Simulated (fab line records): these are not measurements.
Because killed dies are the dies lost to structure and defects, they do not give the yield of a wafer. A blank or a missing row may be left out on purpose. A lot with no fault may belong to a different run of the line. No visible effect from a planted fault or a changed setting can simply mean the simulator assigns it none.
Split-lot trial + flow n5_finfet + on a route of 1938 steps: 7 lots, 21 wafers read

== ABOUT THE SPLIT ==
At N5_BEOL_M5_VIA_ETCH_34 (etches SiCOH lowk in C4F6/O2, target depth 88.3 nm, time 39.2 s), the setting bias_w was moved away from the recipe's 185 W on 6 of the 21 wafers read, by -13.1% to +9.0%. This setting was run at the recipe's value on the other wafers.

The reading comes from the split's own step.

== THE READING ==
rf_vpp_V, in V, at N5_BEOL_M5_VIA_ETCH_34 (etches SiCOH lowk in C4F6/O2, target depth 88.3 nm, time 39.2 s). Fault-free wafers of this fab line usually give 665 V, standard deviation 11 V.

| wafer  | tool, chamber at the split | bias_w as run, W | against the recipe | rf_vpp_V, V | against lot-mates on the recipe |
|--------|----------------------------|------------------|--------------------|-------------|---------------------------------|
| L074.3 | rie_diel-06, 1             | 185              | recipe             | 665         | -                               |
| L074.5 | rie_diel-06, 0             | 185              | recipe             | 653         | -                               |
| L074.6 | rie_diel-06, 1             | 185              | recipe             | 664         | -                               |
| L078.2 | rie_diel-06, 2             | 185              | recipe             | 678         | -                               |
| L078.5 | rie_diel-06, 3             | 185              | recipe             | 655         | -                               |
| L078.6 | rie_diel-06, 2             | 185              | recipe             | 678         | -                               |
| L079.1 | rie_diel-03, 3             | 201.6            | +9.0%              | 719         | +48                             |
| L079.2 | rie_diel-03, 2             | 185              | recipe             | 671         | -                               |
| L079.3 | rie_diel-03, 0             | 201.6            | +9.0%              | 721         | +50                             |
| L085.1 | rie_diel-05, 2             | 174.7            | -5.6%              | 620         | -49                             |
| L085.3 | rie_diel-05, 1             | 174.7            | -5.6%              | 638         | -31                             |
| L085.6 | rie_diel-05, 3             | 185              | recipe             | 669         | -                               |
| L094.4 | rie_diel-03, 1             | 185              | recipe             | 667         | -                               |
| L094.5 | rie_diel-03, 2             | 185              | recipe             | 670         | -                               |
| L094.6 | rie_diel-03, 3             | 198.4            | +7.2%              | 708         | +40                             |
| L096.2 | rie_diel-06, 1             | 185              | recipe             | 664         | -                               |
| L096.3 | rie_diel-06, 0             | 185              | recipe             | 652         | -                               |
| L096.6 | rie_diel-06, 0             | 185              | recipe             | 653         | -                               |
| L097.2 | rie_diel-06, 3             | 185              | recipe             | 654         | -                               |
| L097.3 | rie_diel-06, 2             | 160.8            | -13.1%             | 607         | -46                             |
| L097.4 | rie_diel-06, 0             | 185              | recipe             | 653         | -                               |

THE FIT
A straight line over all 21 wafers: rf_vpp_V changes by +5.51 V for each +1% of bias_w; r = +0.94; the points scatter about the line by 9.5 V.
The same after taking each lot's own level away (the mean of its wafers on the recipe; 21 wafers): +4.97 V for each +1%; r = +0.94; scatter 8.6 V.
On that fit, the largest move of bias_w shifts the reading by 65 V.
The span of the lots' own levels, 653.5 to 671.0 V, comes to 1.6 times the standard deviation stated above.
Thus the slope moves with the lot-to-lot level: the two fits are different.
Check: -78.6 V against its lot-mates is what the line predicts for one of the wafers moved furthest among these (-13.1%) when that wafer is left out of the fit. It came out at -46.5 V against them.
Tool readings at the split's step, against how far the setting was moved: rf_vpp_V r = +0.94.

== FILE'S OWN FIT ==
rf_vpp_V changes by +4.65 V for each +1% of bias_w, r = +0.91.
